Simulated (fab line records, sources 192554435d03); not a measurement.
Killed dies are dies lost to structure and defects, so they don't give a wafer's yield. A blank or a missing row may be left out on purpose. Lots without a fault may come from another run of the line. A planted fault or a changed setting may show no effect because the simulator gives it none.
A struck lot beside a sound one | flow n5_finfet | 16 steps out of a route of 1938
Sound: wafers L930.2, L930.3, L930.5. Struck: wafers L942.1, L942.5, L942.6. The cause comes at the end.
At each step with rows: each side's tool, then ch and its chambers, then its first start. Under that, the readings that differ: sound wafers | struck wafers | difference of the means | sigmas: that difference in standard deviations of wafers without a fault.
alike: readings whose means differ by less than 2 such deviations, and words and numbers that are the same on both sides. not compared: withheld readings, readings that some wafer has no value for, bounds like >300 that may hide the same value, and numbers for which the record gives no deviation and whose values overlap.
The two part at a step that has a row with sigmas, a row that says differs or no value, or rows on one side only. Numbers that don't overlap but have no deviation are shown without sigmas and don't part them. A reading that every wafer of one side lacks parts them only if that side has two wafers or more.

N5_WELL_APT_RTA_34: time 10 s.
  sound on rtp_anneal-02 ch 0, day 2 09:44; struck on rtp_anneal-01 ch 0, day 5 10:19
  alike: lamp_power_pct, wafer_temp_C_max
then, 4 steps without rows for these wafers: N5_WELL_APT_OXIDE_STRIP_42 (strips SiO2 in dHF, time 45 s, target depth 12 nm); N5_WELL_APT_PRECLEAN_36 (cleans in O3/DIW, time 45 s); N5_WELL_APT_PRECLEAN_39 (cleans in dHF, time 60 s); N5_WELL_APT_SRD_37 (time 30 s).
N5_WELL_APT_EPI_41: deposits Si from SiH4/H2, target thk 50 nm, time 297.7 s.
  sound on epi_rpcvd-02 ch 0, day 2 10:13; struck on epi_rpcvd-01 ch 0, day 5 10:33
  alike: throttle_valve_pct
N5_WELL_APT_INSPECT_38: inspects for defects (darkfield).
  sound on defect_inspect-02, day 2 11:26; struck on defect_inspect-02, day 5 11:11
  alike: raw_defect_count
N5_PMOS_HMC_CHANNEL_EPI_HM_DEP_34: deposits SiO2 from TEOS/O2, target thk 36 nm, time 6.9 s.
  sound on pecvd-04 ch 1,2, day 2 11:28; struck on pecvd-04 ch 0,2, day 5 11:13
  alike: heater_power_w, showerhead_plenum_p_Torr, throttle_valve_pct
then, 4 steps without rows for these wafers: N5_PMOS_HMC_CHANNEL_EPI_COAT_31 (time 60 s, resist thk 66 nm); N5_PMOS_HMC_CHANNEL_EPI_COAT_03 (resist thk 205 nm); N5_PMOS_HMC_CHANNEL_EPI_EBR_05; N5_PMOS_HMC_CHANNEL_EPI_SOFTBAKE_04 (time 60 s).
N5_PMOS_HMC_CHANNEL_EPI_EXPOSE_06: exposes mask PMOS HMC BLK, target cd 240 nm.
  sound on arfi_scanner-01 ch 0, day 2 11:38; struck on arfi_scanner-01 ch 0, day 5 11:30
  reading              | sound             | struck            | difference | sigmas
  exposure_dose_mJ_cm2 | 41.02 40.95 41.00 | 40.42 40.42 40.51 | -0.54      | -4
  alike: mask, reticle_temp_C
then, 1 step without rows for these wafers: N5_PMOS_HMC_CHANNEL_EPI_PEB_07 (peb time 60 s).
-- the record jumps here: 8 days lie between the struck wafers' starts before and after (it left off in module PMOS_HMC_CHANNEL_EPI and takes up again in module BEOL_M4, whose first step shown is number 1111 of the route) --
N5_BEOL_M4_RC_MEAS_101:
  sound on prober-01 ch 0, day 9 07:38; struck on prober-01 ch 0, day 12 23:58
  alike: DIBL_N, DIBL_P, IOFF_N, IOFF_P, ION_N, ION_P, SS_N, SS_P, VT_N, VT_P
-- the record jumps here: 5 days lie between the struck wafers' starts before and after (it left off in module BEOL_M4 and takes up again in module PASSIVATION, whose first step shown is number 1936 of the route) --
N5_PASSIVATION_PROBE_49:
  sound on prober-01, day 13 21:51; struck on prober-01, day 17 13:41
  reading                | sound    | struck | difference | sigmas
  sort_bin_4_leakage (%) | 0 0.17 0 | 0 0 0  | +0         | -2
  alike: defect_limited_yield, killed_at_M0_to_M3, killed_at_M4_up, killed_at_contacts, killed_at_front_end, killed_at_other, killed_dies, killed_on_rim, killed_open, killed_short, sort_bin_5_function, sort_bin_6_memory, sort_n_pass, sort_yield_pct

WHERE THEY PART
First at N5_PMOS_HMC_CHANNEL_EPI_EXPOSE_06; last, within this record, at N5_PASSIVATION_PROBE_49.

WHY: what the simulator had put in
Process parameter drift: arfi_scanner-01, from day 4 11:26 on, at N5_PMOS_HMC_CHANNEL_EPI_EXPOSE_06. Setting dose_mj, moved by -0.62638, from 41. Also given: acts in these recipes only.
